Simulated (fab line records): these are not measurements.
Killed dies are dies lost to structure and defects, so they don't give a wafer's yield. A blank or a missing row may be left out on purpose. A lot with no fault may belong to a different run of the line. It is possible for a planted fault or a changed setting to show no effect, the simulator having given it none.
The same fault as seen by 3 desks :: flow n5Finfet :: each desk has only its own numbers; what lay behind them comes last

METROLOGY DESK
What the gauges read, lot by lot, whatever tool the lot ran on: means of the sampled wafers that have a number. The brackets show how far a lot's mean lies from the usual mean; more than 4 standard deviations puts the lot out of limits, marked OUT. It has 12 readings; the 7 that lie furthest out on some lot are the ones shown.
Columns: A = DIBL_N at N5_BEOL_M4_RC_MEAS_101, usual 36.0 mV/V; B = DIBL_P at N5_BEOL_M4_RC_MEAS_101, usual 36.3 mV/V; C = IOFF_N at N5_BEOL_M4_RC_MEAS_101, usual 0.16 nA/um; D = ION_N at N5_BEOL_M4_RC_MEAS_101, usual 673 uA/um; E = SS_N at N5_BEOL_M4_RC_MEAS_101, usual 71.4 mV/dec; F = SS_P at N5_BEOL_M4_RC_MEAS_101, usual 73.3 mV/dec; G = VT_N at N5_BEOL_M4_RC_MEAS_101, usual 251 mV
lot: L419
first seen here: day 7 18:49
A: 35.4
B: 35.1
C: 0.15
D: 672
E: 71.7
F: 72.6
G: 252

lot: L422
first seen here: day 8 18:16
A: 36.5
B: 37.6
C: 0.17
D: 677
E: 71.2
F: 73.8
G: 248

lot: L429
first seen here: day 10 15:14
A: 31.0
B: 30.8
C: 0.09
D: 653
E: 70.3
F: 72.0
G: 259

lot: L430
first seen here: day 10 16:11
A: 34.1
B: 36.0
C: 0.15
D: 679
E: 71.3
F: 73.0
G: 250

lot: L431
first seen here: day 10 21:43
A: 31.4
B: 33.1
C: 0.10
D: 650
E: 70.2
F: 71.8
G: 258

lot: L433
first seen here: day 11 06:23
A: 38.5
B: 38.8
C: 0.21
D: 691
E: 71.5
F: 74.5
G: 248

lot: L437
first seen here: day 12 10:23
A: 36.2
B: 36.2
C: 0.15
D: 667
E: 71.6
F: 73.3
G: 253
Result from this desk: across the 7 lots, nothing is out of limits.

FOR THE TOOL OWNER'S DESK: rieDiel-02
The tool's own readings at N5_BEOL_M4_ETCH_70 (etches SOC in N2/H2, target depth 80 nm, overetch 24 nm, time 130 s): means of the sampled wafers that have a number, for each lot that ran on this tool. The brackets show how far a lot's mean lies from the usual mean; more than 4 standard deviations puts the lot out of limits, marked OUT. Of its 8 readings 7 are shown: the one that was out of limits first, and those that lie furthest out on some lot.
Columns: A = chamberPressureMTorr at N5_BEOL_M4_ETCH_70, usual 29.999 mTorr; B = drypumpMotorCurrentA at N5_BEOL_M4_ETCH_70, usual 5.7 A; C = h2FlowSccm at N5_BEOL_M4_ETCH_70, usual 200.1 sccm; D = oesProductAu at N5_BEOL_M4_ETCH_70, usual 0.58 a.u.; E = rfVppV at N5_BEOL_M4_ETCH_70, usual 524.3 V; F = runLengthS at N5_BEOL_M4_ETCH_70, usual 153.3 s; G = showerheadPlenumPTorr at N5_BEOL_M4_ETCH_70, usual 2.56 Torr
lot: L422
first seen here: day 8 22:54
A: 29.973
B: 5.5
C: 199.7
D: 0.55
E: 521.8
F: 153.6
G: 2.46

lot: L429
first seen here: day 10 18:45
A: 30.008
B: 5.6
C: 199.9
D: 0.56
E: 520.1
F: 149.6 (-7.3) OUT
G: 2.42

lot: L431
first seen here: day 11 04:53
A: 30.029
B: 5.6
C: 200.6
D: 0.63
E: 524.5
F: 149.9 (-6.7) OUT
G: 2.58

lot: L433
first seen here: day 11 08:50
A: 29.988
B: 5.4
C: 199.8
D: 0.56
E: 521.5
F: 150.1 (-6.2) OUT
G: 2.47
This desk's verdict: out of limits on L429, L431, L433, starting with L429 at day 10 18:45 (runLengthS at N5_BEOL_M4_ETCH_70). In limits: L422.

THE DEFECT DESK
Counts from the inspections along the route, per lot, as means over the sampled wafers that have a number. The brackets show how far a lot's mean lies from the usual mean; more than 4 standard deviations puts the lot out of limits, marked OUT.
Columns: A = rawDefectCount at N5_BEOL_M4_INSPECT_30, usual 410
lot: L419
first seen here: day 7 18:55
A: 435

lot: L422
first seen here: day 8 18:22
A: 343

lot: L429
first seen here: day 10 15:20
A: 330

lot: L430
first seen here: day 10 16:17
A: 390

lot: L431
first seen here: day 10 21:49
A: 278

lot: L433
first seen here: day 11 06:29
A: 412

lot: L437
first seen here: day 12 10:29
A: 444
Result from this desk: across the 7 lots, nothing is out of limits.

BROUGHT TOGETHER
The tool owner's desk could have raised an alarm at day 10 18:45, on L429, L431, L433.
Nothing out of limits was seen by the metrology desk.
No out-of-limits result turned up at the defect desk.
The metrology desk has L429, L431, L433 on record, within its limits.
The defect desk has L429, L431, L433 on record, within its limits.
The lots listed all ran N5_BEOL_M4_ETCH_70 on rieDiel-02.

WHAT THE SIMULATOR HAD INSERTED
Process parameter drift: rieDiel-02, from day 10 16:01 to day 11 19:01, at N5_BEOL_M4_ETCH_70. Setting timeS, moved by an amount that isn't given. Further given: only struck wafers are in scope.
Lots struck among those shown: L429, L431, L433.
Delay in hours, fault start to first out-of-limits reading, by desk: the tool owner's desk at 3.
